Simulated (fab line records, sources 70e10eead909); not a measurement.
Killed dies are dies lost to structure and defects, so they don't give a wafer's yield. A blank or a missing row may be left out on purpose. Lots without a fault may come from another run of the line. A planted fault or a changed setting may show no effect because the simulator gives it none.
fab line records | flow nand_harc
record lots=5 wafers=13 last_day=32
route steps=1302 shown A_CHANNEL_HOLE_D2@608 A_CHANNEL_FILL_D2@610
lots that met no fault: from a run of the same line without faults
start_h: hours from the record's first day to the start of the lot's first wafer shown | wait_h: hours since the lot's step before | " the same as in the row above | L1.1+2: a row that stands for several wafers | - no value, or no start given | * or withheld: withheld | < > ~ a bound
route shown NAME@n: a module of which the file shows steps, and the number in the route of the first | usual: mean/standard deviation of fault-free wafers | same: alike in all rows | chamber/n: place in a boat | sites: the reading at each site | _std_site: their standard deviation | _edge_site: outer sites' mean less inner sites' | radius_mm: how far each site lies from the wafer's centre | mask NAME#n: copy n | behind: the tool/chamber that last shaped the wafer | hold: why the lot was held/for how many hours/how that ended | device: the transistor (n, p or np) that didn't switch | end of line: the same wafers' tests at the end of the route | a step without rows: its recipe alone | killed: dies lost to structure and defects at the first sort, not the wafer's yield | map: a wafer's dies, x killed, . not, _ none there
set.NAME: the setting as run; set.NAME@STEP: as run at that earlier step | model.NAME: the simulator's own value behind a step, which no gauge read
lots at some steps of the route; a table a step, a row a wafer
services: from which hour (start_h, from the record's first day; less than 0 if before it) a tool's chamber was out of use, for how many hours, and why
## steps
# step NHARC_A_CHANNEL_HOLE_D2_XSEM_32
# recipe landing_energy_ev=35000
# step NHARC_A_CHANNEL_HOLE_D2_INSPECT_40
# usual raw_defect_count=283/76
# columns lot.wafer tool chamber start_h wait_h raw_defect_count
L114.1 defect_inspect-01 - 302.58 - 336
L114.5 " - " " 218
L114.6 " - " " 247
L126.1 defect_inspect-02 - 423.48 - 171
L126.2 " - " " 210
L126.3 " - " " 162
L134.4 defect_inspect-02 - 510.04 - 297
L135.1 defect_inspect-01 - 513.86 - 298
L135.2 " - " " 182
L135.3 " - " " 216
L136.2 defect_inspect-01 - 514.17 - 259
L136.4 " - " " 311
L136.5 " - " " 229
# step NHARC_A_CHANNEL_FILL_D2_PRECLEAN_00
# recipe time_s=* temp_c=50 bath_age_min=0 chemistry=SC1
# step NHARC_A_CHANNEL_FILL_D2_SRD_01
# step NHARC_A_CHANNEL_FILL_D2_ALD_02
# recipe target_thk_a=60 pulse_time_s=10 ald_cycles=60 temp_c=300 material=SiO2
# usual heater_power_w=481/46 precursor_pulse_height_rel=1.002/0.021
# columns lot.wafer tool chamber start_h wait_h heater_power_w precursor_pulse_height_rel
L114.1 ald_hk-04 1 302.85 - 523 0.989
L114.5 " 0 " " 528 1.019
L114.6 " 1 " " 508 1.019
L126.3 ald_hk-02 3 423.67 - 437 0.999
L126.1 " 0 " " 456 0.974
L126.2 " 2 " " 515 1.018
L134.4 ald_hk-03 1 510.66 - 431 0.990
L135.1 ald_hk-02 2 514.06 - 525 0.980
L135.3 " 3 " " 452 0.980
L135.2 " 0 " " 458 1.027
L136.2 ald_hk-04 0 514.36 - 536 0.961
L136.4 " 3 " " 440 0.992
L136.5 " 0 " " 525 1.014
# step NHARC_A_CHANNEL_FILL_D2_ALD_03
# recipe target_thk_a=60 pulse_time_s=60 ald_cycles=58 temp_c=630 pressure_torr=2 material=SiNx
# step NHARC_A_CHANNEL_FILL_D2_ALD_14
# recipe target_thk_a=25 pulse_time_s=10 ald_cycles=25 temp_c=300 material=SiO2
# usual heater_power_w=478/46 precursor_pulse_height_rel=0.998/0.021
# columns lot.wafer tool chamber start_h wait_h heater_power_w precursor_pulse_height_rel
L114.1 ald_hk-02 1 309.89 0.2 444 1.023
L114.6 " 2 " " 531 1.037
L114.5 " 3 " " 434 0.946
L126.1 ald_hk-04 3 428.91 0.0 422 0.976
L126.2 " 1 " " 533 1.000
L126.3 " 2 " " 561 0.956
L134.4 ald_hk-03 2 518.68 1.0 531 1.014
L135.1 ald_hk-04 3 521.06 0.0 419 0.985
L135.2 " 1 " " 537 0.998
L135.3 " 2 " " 546 0.985
L136.2 ald_hk-04 1 521.32 0.3 521 0.990
L136.4 " 3 " " 427 1.020
L136.5 " 0 " " 535 0.941
# step NHARC_A_CHANNEL_FILL_D2_ALD_15
# recipe target_thk_a=20 pulse_time_s=60 ald_cycles=19 temp_c=630 pressure_torr=2 material=SiNx
# usual precursor_pulse_height_rel=1.001/0.02
# columns lot.wafer tool chamber start_h wait_h precursor_pulse_height_rel
L114.1 ald_sin_batch-02 0 - - 1.017
L114.5 " 0 " " 0.962
L114.6 " 0 " " 1.014
L126.1 ald_sin_batch-02 0 - - 0.991
L126.2 " 0 " " 1.005
L126.3 " 0 " " 1.002
L134.4 ald_sin_batch-03 0 521.95 3.2 1.017
L135.1 ald_sin_batch-03 0 - - 1.011
L135.2 " 0 " " 1.026
L135.3 " 0 " " 0.985
L136.2 ald_sin_batch-03 0 - - 1.001
L136.4 " 0 " " 0.965
L136.5 " 0 " " 1.008
# step NHARC_A_CHANNEL_FILL_D2_ALD_16
# recipe target_thk_a=15 pulse_time_s=10 ald_cycles=15 temp_c=300 material=SiO2
# usual heater_power_w=484/47 precursor_pulse_height_rel=0.996/0.018
# columns lot.wafer tool chamber start_h wait_h heater_power_w precursor_pulse_height_rel
L114.1 ald_hk-02 3 315.94 1.0 436 0.994
L114.5 " 2 " " 534 1.002
L114.6 " 3 " " 434 0.995
L126.2 ald_hk-03 0 434.09 0.0 449 0.990
L126.3 " 2 " " 501 0.951
L126.1 " 3 " " 451 0.991
L134.4 ald_hk-03 3 524.05 0.1 453 1.002
L135.1 ald_hk-03 3 524.16 0.2 434 1.003
L135.3 " 0 " " 435 1.001
L135.2 " 1 " " 439 1.011
L136.4 ald_hk-03 1 524.35 0.4 446 1.003
L136.2 " 2 " " 511 0.998
L136.5 " 3 " " 448 0.985
# step NHARC_A_CHANNEL_FILL_D2_ANNEAL_17
# recipe temp_c=850 time_s=1800
# step NHARC_A_CHANNEL_FILL_D2_CVD_18
# recipe target_thk_a=30 temp_c=550 material=poly-Si
# step NHARC_A_CHANNEL_FILL_D2_ETCHBACK_19
# recipe target_depth_a=50 time_s=1.7 hbr_flow_sccm=150 cl2_flow_sccm=50 rf_w=400 icp_w=400 bias_w=100 chemistry=HBr/Cl2
# step NHARC_A_CHANNEL_FILL_D2_ETCHBACK_20
# recipe target_depth_a=270 time_s=13.5 c4f8_flow_sccm=withheld o2_flow_sccm=8 ar_flow_sccm=withheld rf_w=600 bias_w=1500 chemistry=C4F8/O2/Ar
# usual oes_product_au=0.990/0.024 rf_fwd_power_W=587.9/2.3 rf_vpp_V=978/5.1
# columns lot.wafer tool chamber start_h wait_h oes_product_au rf_fwd_power_W rf_hours_counter_h rf_vpp_V
L114.1 rie_diel-11 2 328.45 - 1.015 591.5 2 987
L114.6 " 1 " " 1.001 588.0 - 984
L114.5 " 2 " " 1.013 591.9 - 987
L126.2 rie_diel-09 0 446.15 - 0.983 585.8 4 979
L126.1 " 1 " " 1.009 589.6 4 974
L126.3 " 3 " " 1.000 583.7 4 977
L136.4 rie_diel-05 3 535.45 - 0.997 586.3 23 981
L136.2 " 1 " " 0.993 584.4 22 983
L136.5 " 0 " " 1.018 591.2 - 968
L135.1 rie_diel-09 2 535.46 - 0.971 587.0 0 973
L135.2 " 3 " " 0.946 588.4 0 975
L135.3 " 0 " " 0.938 587.0 0 980
L134.4 rie_diel-11 0 535.48 - 0.747 589.0 2 976
# step NHARC_A_CHANNEL_FILL_D2_STRIP_28
# recipe time_s=20 o2_flow_sccm=500 ar_flow_sccm=0 bias_w=0 chemistry=O2
# usual drypump_motor_current_A=5.8/0.4 oes_product_au=1.002/0.0087 rf_vpp_V=57.9/0.87 showerhead_plenum_p_Torr=3.54/0.13 throttle_valve_pct=17.036/0.0095
# columns lot.wafer tool chamber start_h wait_h drypump_motor_current_A oes_product_au rf_hours_counter_h rf_vpp_V showerhead_plenum_p_Torr throttle_valve_pct
L114.1 rie_diel-11 3 328.54 0.1 5.8 1.005 2 56.9 3.44 17.041
L114.5 " 1 " " 6.3 1.009 - 57.2 3.66 17.048
L114.6 " 2 " " 5.1 1.012 - 58.8 3.76 17.032
L126.2 rie_diel-09 0 446.24 0.1 5.7 1.002 4 58.7 3.56 17.021
L126.3 " 1 " " 6.2 1.013 4 58.2 3.42 17.029
L126.1 " 3 " " 6.2 1.016 4 58.0 3.46 17.041
L134.4 rie_diel-11 1 535.54 0.1 6.3 1.009 2 58.0 3.66 17.049
L135.1 rie_diel-09 3 535.54 0.1 6.2 1.009 0 58.9 3.46 17.037
L135.3 " 1 " " 6.3 1.009 0 56.1 3.42 17.033
L135.2 " 2 " " 5.8 1.016 0 57.7 3.41 17.036
L136.2 rie_diel-05 3 535.54 0.1 5.7 0.997 23 57.4 3.59 17.045
L136.4 " 1 " " 6.2 1.001 22 57.9 3.68 17.027
L136.5 " 3 " " 5.8 1.003 - 59.0 3.59 17.036
## services
# columns tool chamber start_h hours kind
rie_diel-05 0 283.35 2.7 repair
rie_diel-09 1 310.95 7.7 repair
rie_diel-09 - 320.10 9.0 pm
rie_diel-05 3 321.50 4.2 repair
ald_hk-02 - 351.03 10.0 pm
rie_diel-11 3 380.09 4.9 repair
rie_diel-05 - 406.60 9.0 pm
rie_diel-05 1 415.69 3.3 repair
rie_diel-11 3 422.13 4.1 repair
rie_diel-11 - 432.50 9.0 pm
ald_hk-04 - 437.33 10.0 pm
ald_hk-04 0 437.33 10.0 vent_cycle
ald_hk-04 1 437.33 10.0 vent_cycle
ald_hk-04 2 437.33 10.0 vent_cycle
ald_hk-04 3 437.33 10.0 vent_cycle
rie_diel-09 - 438.44 0.5 repair
ald_hk-04 0 447.33 - clean
ald_hk-04 1 447.33 - clean
rie_diel-09 2 470.43 15.0 repair
rie_diel-11 3 487.34 3.1 repair
ald_hk-03 - 495.56 1.2 repair
rie_diel-09 - 497.10 9.0 pm
ald_hk-02 - 522.71 5.6 repair
ald_hk-02 - 529.03 10.0 pm
## key
first_sign step=NHARC_A_CHANNEL_FILL_D2_ETCHBACK_20 reading=oes_product_au direction=down sigmas=10 usual=0.990 struck=0.747
effect none on later readings
met_at NHARC_A_CHANNEL_FILL_D2_ETCHBACK_20
struck_wafers L134.4
later_rows_left_out L134.4
sort_left_out L134.4
tester_left_out L134
fault kind=process_parameter_drift tool=rie_diel-11 chamber=0 onset_h=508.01 steps=NHARC_A_CHANNEL_FILL_D2_ETCHBACK_20 channel=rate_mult offset=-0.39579 shape=step
# tester_left_out: of these lots the tester's yield and bins aren't shown, on N5 and GAA mostly nor the transistor test; their killed dies are dies lost to structure and defects alone, not to doping, threshold or leakage, so they don't give the yield
# sort_left_out: the simulated sort isn't trusted on such a fault, so these wafers' sort isn't shown, and their yield isn't known
# later_rows_left_out: the simulator's readings of these wafers behind a module that went badly wrong aren't trusted and aren't shown, but for the sort
